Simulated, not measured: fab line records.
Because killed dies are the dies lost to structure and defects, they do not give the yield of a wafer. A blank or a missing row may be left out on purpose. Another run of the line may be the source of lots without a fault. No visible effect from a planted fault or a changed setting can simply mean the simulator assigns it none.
Which tool was responsible? || flow nand_harc || 24 lots with 72 wafers sampled at 5 steps, on a route of 1302 steps

## WHAT EACH GAUGE READ, for each wafer
NHARC_A_M0_INSPECT_27.
{"lot": "L074", "measured": "day 23 05:25", "on": "defect_inspect-01", "raw_defect_count": "559 486 399"}
{"lot": "L075", "measured": "day 23 06:27", "on": "defect_inspect-02", "raw_defect_count": "630 456 453"}
{"lot": "L076", "measured": "day 23 14:52", "on": "defect_inspect-01", "raw_defect_count": "732 693 438"}
{"lot": "L078", "measured": "day 24 08:02", "on": "defect_inspect-02", "raw_defect_count": "514 455 345"}
{"lot": "L077", "measured": "day 24 08:58", "on": "defect_inspect-01", "raw_defect_count": "411 658 587"}
{"lot": "L079", "measured": "day 25 01:59", "on": "defect_inspect-02", "raw_defect_count": "428 424 454"}
{"lot": "L080", "measured": "day 25 07:37", "on": "defect_inspect-01", "raw_defect_count": "626 623 659"}
{"lot": "L081", "measured": "day 25 12:05", "on": "defect_inspect-02", "raw_defect_count": "553 593 659"}
{"lot": "L083", "measured": "day 26 04:36", "on": "defect_inspect-02", "raw_defect_count": "990 608 691"}
{"lot": "L082", "measured": "day 26 06:58", "on": "defect_inspect-02", "raw_defect_count": "519 572 564"}
{"lot": "L085", "measured": "day 27 02:29", "on": "defect_inspect-01", "raw_defect_count": "579 544 485"}
{"lot": "L084", "measured": "day 27 06:23", "on": "defect_inspect-01", "raw_defect_count": "388 294 379"}
{"lot": "L086", "measured": "day 27 17:34", "on": "defect_inspect-02", "raw_defect_count": "497 621 610"}
{"lot": "L087", "measured": "day 28 08:59", "on": "defect_inspect-02", "raw_defect_count": "390 631 522"}
{"lot": "L089", "measured": "day 29 07:08", "on": "defect_inspect-02", "raw_defect_count": "503 350 367"}
{"lot": "L088", "measured": "day 29 08:08", "on": "defect_inspect-01", "raw_defect_count": "613 581 584"}
{"lot": "L090", "measured": "day 30 00:12", "on": "defect_inspect-01", "raw_defect_count": "775 556 521"}
{"lot": "L091", "measured": "day 30 01:44", "on": "defect_inspect-01", "raw_defect_count": "476 509 470"}
{"lot": "L092", "measured": "day 31 01:05", "on": "defect_inspect-02", "raw_defect_count": "522 476 591"}
{"lot": "L093", "measured": "day 31 01:32", "on": "defect_inspect-01", "raw_defect_count": "648 498 460"}
{"lot": "L095", "measured": "day 31 13:58", "on": "defect_inspect-02", "raw_defect_count": "786 551 429"}
{"lot": "L096", "measured": "day 31 15:07", "on": "defect_inspect-02", "raw_defect_count": "476 390 598"}
{"lot": "L094", "measured": "day 31 23:19", "on": "defect_inspect-02", "raw_defect_count": "665 457 592"}
{"lot": "L097", "measured": "day 32 02:46", "on": "defect_inspect-01", "raw_defect_count": "424 445 321"}

NHARC_HYBRID_BOND_OVL_MEAS_05.
{"lot": "L074", "measured": "day 24 01:01", "on": "overlay-01", "overlay_x_nm (nm)": "-8 -41 -39", "overlay_y_nm (nm)": "-18 29 16"}
{"lot": "L075", "measured": "day 24 01:01", "on": "overlay-02", "overlay_x_nm (nm)": "0 -2 57", "overlay_y_nm (nm)": "-47 -23 -36"}
{"lot": "L076", "measured": "day 24 09:23", "on": "overlay-01", "overlay_x_nm (nm)": "-41 45 -35", "overlay_y_nm (nm)": "-54 14 -28"}
{"lot": "L078", "measured": "day 25 03:10", "on": "overlay-01", "overlay_x_nm (nm)": "-8 62 2", "overlay_y_nm (nm)": "37 58 -18"}
{"lot": "L077", "measured": "day 25 03:10", "on": "overlay-02", "overlay_x_nm (nm)": "0 5 -10", "overlay_y_nm (nm)": "22 -1 24"}
{"lot": "L079", "measured": "day 25 22:07", "on": "overlay-02", "overlay_x_nm (nm)": "31 -82 -16", "overlay_y_nm (nm)": "-53 18 -5"}
{"lot": "L080", "measured": "day 26 02:27", "on": "overlay-01", "overlay_x_nm (nm)": "2 5 -7", "overlay_y_nm (nm)": "-9 31 28"}
{"lot": "L081", "measured": "day 26 10:13", "on": "overlay-02", "overlay_x_nm (nm)": "44 -9 43", "overlay_y_nm (nm)": "3 -23 -5"}
{"lot": "L083", "measured": "day 26 23:04", "on": "overlay-02", "overlay_x_nm (nm)": "61 48 -2", "overlay_y_nm (nm)": "53 -30 -26"}
{"lot": "L082", "measured": "day 26 23:04", "on": "overlay-01", "overlay_x_nm (nm)": "-58 -29 -29", "overlay_y_nm (nm)": "-38 -3 18"}
{"lot": "L085", "measured": "day 27 20:44", "on": "overlay-02", "overlay_x_nm (nm)": "13 -21 -18", "overlay_y_nm (nm)": "19 -26 -11"}
{"lot": "L084", "measured": "day 28 01:59", "on": "overlay-02", "overlay_x_nm (nm)": "-6 -36 -19", "overlay_y_nm (nm)": "-33 -17 -18"}
{"lot": "L086", "measured": "day 28 11:46", "on": "overlay-01", "overlay_x_nm (nm)": "1 2 22", "overlay_y_nm (nm)": "11 -12 15"}
{"lot": "L087", "measured": "day 29 04:36", "on": "overlay-02", "overlay_x_nm (nm)": "-40 -51 -11", "overlay_y_nm (nm)": "-4 75 -5"}
{"lot": "L089", "measured": "day 30 09:07", "on": "overlay-02", "overlay_x_nm (nm)": "22 6 27", "overlay_y_nm (nm)": "-5 -26 -24"}
{"lot": "L088", "measured": "day 30 09:07", "on": "overlay-01", "overlay_x_nm (nm)": "36 33 -25", "overlay_y_nm (nm)": "-8 -50 -29"}
{"lot": "L090", "measured": "day 30 18:43", "on": "overlay-02", "overlay_x_nm (nm)": "47 -34 13", "overlay_y_nm (nm)": "5 8 -21"}
{"lot": "L091", "measured": "day 30 18:43", "on": "overlay-01", "overlay_x_nm (nm)": "-21 -18 -12", "overlay_y_nm (nm)": "-54 -33 -50"}
{"lot": "L092", "measured": "day 31 19:25", "on": "overlay-01", "overlay_x_nm (nm)": "-21 3 25", "overlay_y_nm (nm)": "-36 -63 10"}
{"lot": "L093", "measured": "day 31 19:25", "on": "overlay-02", "overlay_x_nm (nm)": "61 38 -13", "overlay_y_nm (nm)": "1 -40 31"}
{"lot": "L095", "measured": "day 32 08:47", "on": "overlay-02", "overlay_x_nm (nm)": "-38 -40 -48", "overlay_y_nm (nm)": "-46 14 -25"}
{"lot": "L096", "measured": "day 32 08:47", "on": "overlay-02", "overlay_x_nm (nm)": "-14 28 -16", "overlay_y_nm (nm)": "-26 32 7"}
{"lot": "L094", "measured": "day 32 17:51", "on": "overlay-02", "overlay_x_nm (nm)": "-44 -63 90", "overlay_y_nm (nm)": "38 64 2"}
{"lot": "L097", "measured": "day 32 17:52", "on": "overlay-02", "overlay_x_nm (nm)": "69 0 27", "overlay_y_nm (nm)": "8 20 -3"}

## WHICH TOOL RAN EACH LOT (tool, then ch and the chambers of the sampled wafers, then the start)
{"lot": "L074", "NHARC_A_M1_PRE_CLEAN_30": "pvd_sputter-01, day 23 09:42 or earlier", "NHARC_A_M1_DEP_33": "pecvd-03 ch 0,1,2, day 23 09:42", "NHARC_A_BONDPAD_ETCH_24": "rie_diel-07 ch 0,2,3, day 24 01:01 or earlier"}
{"lot": "L075", "NHARC_A_M1_PRE_CLEAN_30": "pvd_sputter-02, day 23 10:44 or earlier", "NHARC_A_M1_DEP_33": "pecvd-01 ch 0,2, day 23 10:44", "NHARC_A_BONDPAD_ETCH_24": "rie_diel-11 ch 0,2, day 24 01:01 or earlier"}
{"lot": "L076", "NHARC_A_M1_PRE_CLEAN_30": "pvd_sputter-03, day 23 19:09 or earlier", "NHARC_A_M1_DEP_33": "pecvd-04 ch 0,2, day 23 19:09", "NHARC_A_BONDPAD_ETCH_24": "rie_diel-07 ch 0,1,2, day 23 21:40"}
{"lot": "L078", "NHARC_A_M1_PRE_CLEAN_30": "pvd_sputter-01, day 24 12:28 or earlier", "NHARC_A_M1_DEP_33": "pecvd-01 ch 0,1,2, day 24 12:28", "NHARC_A_BONDPAD_ETCH_24": "rie_diel-07 ch 1,2,3, day 25 03:10 or earlier"}
{"lot": "L077", "NHARC_A_M1_PRE_CLEAN_30": "pvd_sputter-01, day 24 13:29 or earlier", "NHARC_A_M1_DEP_33": "pecvd-01 ch 0,2, day 24 13:29", "NHARC_A_BONDPAD_ETCH_24": "rie_diel-07 ch 1,2, day 25 03:10 or earlier"}
{"lot": "L079", "NHARC_A_M1_PRE_CLEAN_30": "pvd_sputter-03, day 25 06:23 or earlier", "NHARC_A_M1_DEP_33": "pecvd-03 ch 0,1,2, day 25 06:23", "NHARC_A_BONDPAD_ETCH_24": "rie_diel-07 ch 0,1,3, day 25 22:07 or earlier"}
{"lot": "L080", "NHARC_A_M1_PRE_CLEAN_30": "pvd_sputter-03, day 25 11:59 or earlier", "NHARC_A_M1_DEP_33": "pecvd-03 ch 0,1, day 25 11:59", "NHARC_A_BONDPAD_ETCH_24": "rie_diel-07 ch 1,3, day 26 02:27 or earlier"}
{"lot": "L081", "NHARC_A_M1_PRE_CLEAN_30": "pvd_sputter-03, day 25 16:25 or earlier", "NHARC_A_M1_DEP_33": "pecvd-01 ch 0,1,2, day 25 16:25", "NHARC_A_BONDPAD_ETCH_24": "rie_diel-04 ch 0,2,3, day 26 10:13 or earlier"}
{"lot": "L083", "NHARC_A_M1_PRE_CLEAN_30": "pvd_sputter-03, day 26 08:55 or earlier", "NHARC_A_M1_DEP_33": "pecvd-01 ch 0,1, day 26 08:55", "NHARC_A_BONDPAD_ETCH_24": "rie_diel-07 ch 0,1,3, day 26 23:04 or earlier"}
{"lot": "L082", "NHARC_A_M1_PRE_CLEAN_30": "pvd_sputter-03, day 26 11:23 or earlier", "NHARC_A_M1_DEP_33": "pecvd-01 ch 0,1,2, day 26 11:23", "NHARC_A_BONDPAD_ETCH_24": "rie_diel-07 ch 0,2,3, day 26 23:04 or earlier"}
{"lot": "L085", "NHARC_A_M1_PRE_CLEAN_30": "pvd_sputter-02, day 27 06:54 or earlier", "NHARC_A_M1_DEP_33": "pecvd-04 ch 0,1, day 27 06:54", "NHARC_A_BONDPAD_ETCH_24": "rie_diel-07 ch 0,1,3, day 27 20:44 or earlier"}
{"lot": "L084", "NHARC_A_M1_PRE_CLEAN_30": "pvd_sputter-02, day 27 10:33 or earlier", "NHARC_A_M1_DEP_33": "pecvd-03 ch 0,1,2, day 27 10:33", "NHARC_A_BONDPAD_ETCH_24": "rie_diel-07 ch 0,1,3, day 28 01:59 or earlier"}
{"lot": "L086", "NHARC_A_M1_PRE_CLEAN_30": "pvd_sputter-01, day 27 21:53 or earlier", "NHARC_A_M1_DEP_33": "pecvd-01 ch 0,1, day 27 21:53", "NHARC_A_BONDPAD_ETCH_24": "rie_diel-11 ch 1,3, day 28 00:19"}
{"lot": "L087", "NHARC_A_M1_PRE_CLEAN_30": "pvd_sputter-03, day 28 13:19 or earlier", "NHARC_A_M1_DEP_33": "pecvd-03 ch 0,1, day 28 13:19", "NHARC_A_BONDPAD_ETCH_24": "rie_diel-04 ch 0,2,3, day 29 04:36 or earlier"}
{"lot": "L089", "NHARC_A_M1_PRE_CLEAN_30": "pvd_sputter-01, day 29 11:23 or earlier", "NHARC_A_M1_DEP_33": "pecvd-03 ch 0,2, day 29 11:23", "NHARC_A_BONDPAD_ETCH_24": "rie_diel-11 ch 2,3, day 30 09:07 or earlier"}
{"lot": "L088", "NHARC_A_M1_PRE_CLEAN_30": "pvd_sputter-03, day 29 12:23 or earlier", "NHARC_A_M1_DEP_33": "pecvd-03 ch 0,2, day 29 12:23", "NHARC_A_BONDPAD_ETCH_24": "rie_diel-11 ch 0,1, day 30 09:07 or earlier"}
{"lot": "L090", "NHARC_A_M1_PRE_CLEAN_30": "pvd_sputter-03, day 30 04:41 or earlier", "NHARC_A_M1_DEP_33": "pecvd-04 ch 0,1, day 30 04:41", "NHARC_A_BONDPAD_ETCH_24": "rie_diel-07 ch 0,2, day 30 18:43 or earlier"}
{"lot": "L091", "NHARC_A_M1_PRE_CLEAN_30": "pvd_sputter-01, day 30 06:01 or earlier", "NHARC_A_M1_DEP_33": "pecvd-01 ch 0,2, day 30 06:01", "NHARC_A_BONDPAD_ETCH_24": "rie_diel-07 ch 0,1,2, day 30 18:43 or earlier"}
{"lot": "L092", "NHARC_A_M1_PRE_CLEAN_30": "pvd_sputter-02, day 31 05:26 or earlier", "NHARC_A_M1_DEP_33": "pecvd-04 ch 0,1, day 31 05:26", "NHARC_A_BONDPAD_ETCH_24": "rie_diel-07 ch 0,1,2, day 31 19:25 or earlier"}
{"lot": "L093", "NHARC_A_M1_PRE_CLEAN_30": "pvd_sputter-02, day 31 06:02 or earlier", "NHARC_A_M1_DEP_33": "pecvd-03 ch 0,1, day 31 06:02", "NHARC_A_BONDPAD_ETCH_24": "rie_diel-07 ch 0,2,3, day 31 19:25 or earlier"}
{"lot": "L095", "NHARC_A_M1_PRE_CLEAN_30": "pvd_sputter-02, day 31 18:08 or earlier", "NHARC_A_M1_DEP_33": "pecvd-04 ch 1,2, day 31 18:08", "NHARC_A_BONDPAD_ETCH_24": "rie_diel-07 ch 0,3, day 32 08:47 or earlier"}
{"lot": "L096", "NHARC_A_M1_PRE_CLEAN_30": "pvd_sputter-01, day 31 19:31 or earlier", "NHARC_A_M1_DEP_33": "pecvd-01 ch 0,1,2, day 31 19:31", "NHARC_A_BONDPAD_ETCH_24": "rie_diel-07 ch 1,2,3, day 31 22:05"}
{"lot": "L094", "NHARC_A_M1_PRE_CLEAN_30": "pvd_sputter-02, day 32 03:52 or earlier", "NHARC_A_M1_DEP_33": "pecvd-03 ch 1,2, day 32 03:52", "NHARC_A_BONDPAD_ETCH_24": "rie_diel-11 ch 0,1,2, day 32 17:51 or earlier"}
{"lot": "L097", "NHARC_A_M1_PRE_CLEAN_30": "pvd_sputter-03, day 32 07:11 or earlier", "NHARC_A_M1_DEP_33": "pecvd-04 ch 0,1,2, day 32 07:11", "NHARC_A_BONDPAD_ETCH_24": "rie_diel-04 ch 0,1,2, day 32 17:52 or earlier"}
- NHARC_A_M1_PRE_CLEAN_30: time 30 s.
- NHARC_A_M1_DEP_33: deposits SiCN, target thk 30 nm.
- NHARC_A_BONDPAD_ETCH_24: etches the open film in CF4/N2, target depth 30 nm, time 72.99 s.

## WHAT THE TOOLS THEMSELVES READ (means of the sampled wafers that have a number; where no wafer has one, the mark that the record gives instead)
NHARC_A_M1_PRE_CLEAN_30.
{"lot": "L074", "tool": "pvd_sputter-01", "heater_power_w (W)": 446}
{"lot": "L075", "tool": "pvd_sputter-02", "heater_power_w (W)": 361}
{"lot": "L076", "tool": "pvd_sputter-03", "heater_power_w (W)": 397}
{"lot": "L078", "tool": "pvd_sputter-01", "heater_power_w (W)": 411}
{"lot": "L077", "tool": "pvd_sputter-01", "heater_power_w (W)": 445}
{"lot": "L079", "tool": "pvd_sputter-03", "heater_power_w (W)": 411}
{"lot": "L080", "tool": "pvd_sputter-03", "heater_power_w (W)": 431}
{"lot": "L081", "tool": "pvd_sputter-03", "heater_power_w (W)": 431}
{"lot": "L083", "tool": "pvd_sputter-03", "heater_power_w (W)": 416}
{"lot": "L082", "tool": "pvd_sputter-03", "heater_power_w (W)": 405}
{"lot": "L085", "tool": "pvd_sputter-02", "heater_power_w (W)": 423}
{"lot": "L084", "tool": "pvd_sputter-02", "heater_power_w (W)": 384}
{"lot": "L086", "tool": "pvd_sputter-01", "heater_power_w (W)": 430}
{"lot": "L087", "tool": "pvd_sputter-03", "heater_power_w (W)": 432}
{"lot": "L089", "tool": "pvd_sputter-01", "heater_power_w (W)": 444}
{"lot": "L088", "tool": "pvd_sputter-03", "heater_power_w (W)": 367}
{"lot": "L090", "tool": "pvd_sputter-03", "heater_power_w (W)": 402}
{"lot": "L091", "tool": "pvd_sputter-01", "heater_power_w (W)": 390}
{"lot": "L092", "tool": "pvd_sputter-02", "heater_power_w (W)": 395}
{"lot": "L093", "tool": "pvd_sputter-02", "heater_power_w (W)": 393}
{"lot": "L095", "tool": "pvd_sputter-02", "heater_power_w (W)": 441}
{"lot": "L096", "tool": "pvd_sputter-01", "heater_power_w (W)": 424}
{"lot": "L094", "tool": "pvd_sputter-02", "heater_power_w (W)": 421}
{"lot": "L097", "tool": "pvd_sputter-03", "heater_power_w (W)": 405}

NHARC_A_M1_DEP_33.
{"lot": "L074", "tool": "pecvd-03", "heater_power_w (W)": 559}
{"lot": "L075", "tool": "pecvd-01", "heater_power_w (W)": 523}
{"lot": "L076", "tool": "pecvd-04", "heater_power_w (W)": 602}
{"lot": "L078", "tool": "pecvd-01", "heater_power_w (W)": 563}
{"lot": "L077", "tool": "pecvd-01", "heater_power_w (W)": 641}
{"lot": "L079", "tool": "pecvd-03", "heater_power_w (W)": 599}
{"lot": "L080", "tool": "pecvd-03", "heater_power_w (W)": 596}
{"lot": "L081", "tool": "pecvd-01", "heater_power_w (W)": 620}
{"lot": "L083", "tool": "pecvd-01", "heater_power_w (W)": 625}
{"lot": "L082", "tool": "pecvd-01", "heater_power_w (W)": 568}
{"lot": "L085", "tool": "pecvd-04", "heater_power_w (W)": 630}
{"lot": "L084", "tool": "pecvd-03", "heater_power_w (W)": 604}
{"lot": "L086", "tool": "pecvd-01", "heater_power_w (W)": 631}
{"lot": "L087", "tool": "pecvd-03", "heater_power_w (W)": 557}
{"lot": "L089", "tool": "pecvd-03", "heater_power_w (W)": 588}
{"lot": "L088", "tool": "pecvd-03", "heater_power_w (W)": 602}
{"lot": "L090", "tool": "pecvd-04", "heater_power_w (W)": 593}
{"lot": "L091", "tool": "pecvd-01", "heater_power_w (W)": 592}
{"lot": "L092", "tool": "pecvd-04", "heater_power_w (W)": 637}
{"lot": "L093", "tool": "pecvd-03", "heater_power_w (W)": 537}
{"lot": "L095", "tool": "pecvd-04", "heater_power_w (W)": 606}
{"lot": "L096", "tool": "pecvd-01", "heater_power_w (W)": 589}
{"lot": "L094", "tool": "pecvd-03", "heater_power_w (W)": 563}
{"lot": "L097", "tool": "pecvd-04", "heater_power_w (W)": 578}

NHARC_A_BONDPAD_ETCH_24.
{"lot": "L074", "tool": "rie_diel-07", "drypump_motor_current_A (A)": 5.6, "mfc_ar_sccm (sccm)": 149.7, "oes_product_au (a.u.)": 1.005, "rf_vpp_V (V)": 315.1, "showerhead_plenum_p_Torr (Torr)": 2.70, "throttle_valve_pct (%)": 19.787}
{"lot": "L075", "tool": "rie_diel-11", "drypump_motor_current_A (A)": 5.9, "mfc_ar_sccm (sccm)": 150.0, "oes_product_au (a.u.)": 1.005, "rf_vpp_V (V)": 313.4, "showerhead_plenum_p_Torr (Torr)": 2.60, "throttle_valve_pct (%)": 19.791}
{"lot": "L076", "tool": "rie_diel-07", "drypump_motor_current_A (A)": 5.8, "mfc_ar_sccm (sccm)": 150.5, "oes_product_au (a.u.)": 1.011, "rf_vpp_V (V)": 314.3, "showerhead_plenum_p_Torr (Torr)": 2.64, "throttle_valve_pct (%)": 19.791}
{"lot": "L078", "tool": "rie_diel-07", "drypump_motor_current_A (A)": 5.7, "mfc_ar_sccm (sccm)": 149.7, "oes_product_au (a.u.)": 1.006, "rf_vpp_V (V)": 314.3, "showerhead_plenum_p_Torr (Torr)": 2.65, "throttle_valve_pct (%)": 19.799}
{"lot": "L077", "tool": "rie_diel-07", "drypump_motor_current_A (A)": 6.1, "mfc_ar_sccm (sccm)": 149.9, "oes_product_au (a.u.)": 0.999, "rf_vpp_V (V)": 315.1, "showerhead_plenum_p_Torr (Torr)": 2.64, "throttle_valve_pct (%)": 19.800}
{"lot": "L079", "tool": "rie_diel-07", "drypump_motor_current_A (A)": 5.4, "mfc_ar_sccm (sccm)": 150.2, "oes_product_au (a.u.)": 1.009, "rf_vpp_V (V)": 314.5, "showerhead_plenum_p_Torr (Torr)": 2.66, "throttle_valve_pct (%)": 19.804}
{"lot": "L080", "tool": "rie_diel-07", "drypump_motor_current_A (A)": 5.4, "mfc_ar_sccm (sccm)": 150.4, "oes_product_au (a.u.)": 0.999, "rf_vpp_V (V)": 315.0, "showerhead_plenum_p_Torr (Torr)": 2.67, "throttle_valve_pct (%)": 19.797}
{"lot": "L081", "tool": "rie_diel-04", "drypump_motor_current_A (A)": 5.5, "mfc_ar_sccm (sccm)": 149.9, "oes_product_au (a.u.)": 0.993, "rf_vpp_V (V)": 312.7, "showerhead_plenum_p_Torr (Torr)": 2.58, "throttle_valve_pct (%)": 19.790}
{"lot": "L083", "tool": "rie_diel-07", "drypump_motor_current_A (A)": 5.5, "mfc_ar_sccm (sccm)": 150.6, "oes_product_au (a.u.)": 1.008, "rf_vpp_V (V)": 315.3, "showerhead_plenum_p_Torr (Torr)": 2.66, "throttle_valve_pct (%)": 19.808}
{"lot": "L082", "tool": "rie_diel-07", "drypump_motor_current_A (A)": 5.6, "mfc_ar_sccm (sccm)": 149.8, "oes_product_au (a.u.)": 1.011, "rf_vpp_V (V)": 314.9, "showerhead_plenum_p_Torr (Torr)": 2.70, "throttle_valve_pct (%)": 19.793}
{"lot": "L085", "tool": "rie_diel-07", "drypump_motor_current_A (A)": 5.4, "mfc_ar_sccm (sccm)": 150.2, "oes_product_au (a.u.)": 1.001, "rf_vpp_V (V)": 315.0, "showerhead_plenum_p_Torr (Torr)": 2.66, "throttle_valve_pct (%)": 19.801}
{"lot": "L084", "tool": "rie_diel-07", "drypump_motor_current_A (A)": 5.4, "mfc_ar_sccm (sccm)": 149.7, "oes_product_au (a.u.)": 1.004, "rf_vpp_V (V)": 314.7, "showerhead_plenum_p_Torr (Torr)": 2.66, "throttle_valve_pct (%)": 19.810}
{"lot": "L086", "tool": "rie_diel-11", "drypump_motor_current_A (A)": 5.6, "mfc_ar_sccm (sccm)": 149.9, "oes_product_au (a.u.)": 1.007, "rf_vpp_V (V)": 316.9, "showerhead_plenum_p_Torr (Torr)": 2.82, "throttle_valve_pct (%)": 19.792}
{"lot": "L087", "tool": "rie_diel-04", "drypump_motor_current_A (A)": 5.5, "mfc_ar_sccm (sccm)": 149.7, "oes_product_au (a.u.)": 1.000, "rf_vpp_V (V)": 313.8, "showerhead_plenum_p_Torr (Torr)": 2.57, "throttle_valve_pct (%)": 19.793}
{"lot": "L089", "tool": "rie_diel-11", "drypump_motor_current_A (A)": 5.3, "mfc_ar_sccm (sccm)": 149.5, "oes_product_au (a.u.)": 1.000, "rf_vpp_V (V)": 316.8, "showerhead_plenum_p_Torr (Torr)": 2.81, "throttle_valve_pct (%)": 19.800}
{"lot": "L088", "tool": "rie_diel-11", "drypump_motor_current_A (A)": 5.8, "mfc_ar_sccm (sccm)": 150.0, "oes_product_au (a.u.)": 1.003, "rf_vpp_V (V)": 315.8, "showerhead_plenum_p_Torr (Torr)": 2.71, "throttle_valve_pct (%)": 19.795}
{"lot": "L090", "tool": "rie_diel-07", "drypump_motor_current_A (A)": 6.0, "mfc_ar_sccm (sccm)": 150.1, "oes_product_au (a.u.)": 1.006, "rf_vpp_V (V)": 315.9, "showerhead_plenum_p_Torr (Torr)": 2.69, "throttle_valve_pct (%)": 19.798}
{"lot": "L091", "tool": "rie_diel-07", "drypump_motor_current_A (A)": 5.8, "mfc_ar_sccm (sccm)": 150.1, "oes_product_au (a.u.)": 1.001, "rf_vpp_V (V)": 314.4, "showerhead_plenum_p_Torr (Torr)": 2.64, "throttle_valve_pct (%)": 19.796}
{"lot": "L092", "tool": "rie_diel-07", "drypump_motor_current_A (A)": 5.8, "mfc_ar_sccm (sccm)": 149.9, "oes_product_au (a.u.)": 1.004, "rf_vpp_V (V)": 314.0, "showerhead_plenum_p_Torr (Torr)": 2.64, "throttle_valve_pct (%)": 19.793}
{"lot": "L093", "tool": "rie_diel-07", "drypump_motor_current_A (A)": 5.7, "mfc_ar_sccm (sccm)": 149.9, "oes_product_au (a.u.)": 1.002, "rf_vpp_V (V)": 316.0, "showerhead_plenum_p_Torr (Torr)": 2.70, "throttle_valve_pct (%)": 19.795}
{"lot": "L095", "tool": "rie_diel-07", "drypump_motor_current_A (A)": 5.3, "mfc_ar_sccm (sccm)": 149.0, "oes_product_au (a.u.)": 1.001, "rf_vpp_V (V)": 315.5, "showerhead_plenum_p_Torr (Torr)": 2.71, "throttle_valve_pct (%)": 19.794}
{"lot": "L096", "tool": "rie_diel-07", "drypump_motor_current_A (A)": 5.7, "mfc_ar_sccm (sccm)": 149.4, "oes_product_au (a.u.)": 1.006, "rf_vpp_V (V)": 314.3, "showerhead_plenum_p_Torr (Torr)": 2.65, "throttle_valve_pct (%)": 19.794}
{"lot": "L094", "tool": "rie_diel-11", "drypump_motor_current_A (A)": 5.6, "mfc_ar_sccm (sccm)": 149.8, "oes_product_au (a.u.)": 1.001, "rf_vpp_V (V)": 315.0, "showerhead_plenum_p_Torr (Torr)": 2.70, "throttle_valve_pct (%)": 19.784}
{"lot": "L097", "tool": "rie_diel-04", "drypump_motor_current_A (A)": 5.4, "mfc_ar_sccm (sccm)": 149.9, "oes_product_au (a.u.)": 1.003, "rf_vpp_V (V)": 316.5, "showerhead_plenum_p_Torr (Torr)": 2.79, "throttle_valve_pct (%)": 19.796}

## THE ANSWER, worked out from the rows above alone
Rule: what is usual is taken from the lots themselves. The widest of any qualifying gaps counts: lots, ordered by their means at a reading, are off when they make up no more than a third of the lots, leave a main group of 4 or more, and stand apart from it by 3 or more times the standard deviation of that group's means. If all means in a main group match to the digits the tables above print for the reading, that group is not used. A lot without any number at a reading at which 4 lots or more have one is off too. Where the step has rows for the other lots, those lots are counted as sound. After the gauges, taken in route order, come the tools' own readings; for these a lot's mean is taken, as printed above. The first step at which some lot is off is used, and at that step the reading that is off furthest; a lot without a number counts as furthest.
Across all readings shown, no lot is off: no conclusion can be drawn from this.

## WHAT THE SIMULATOR HAD PUT IN
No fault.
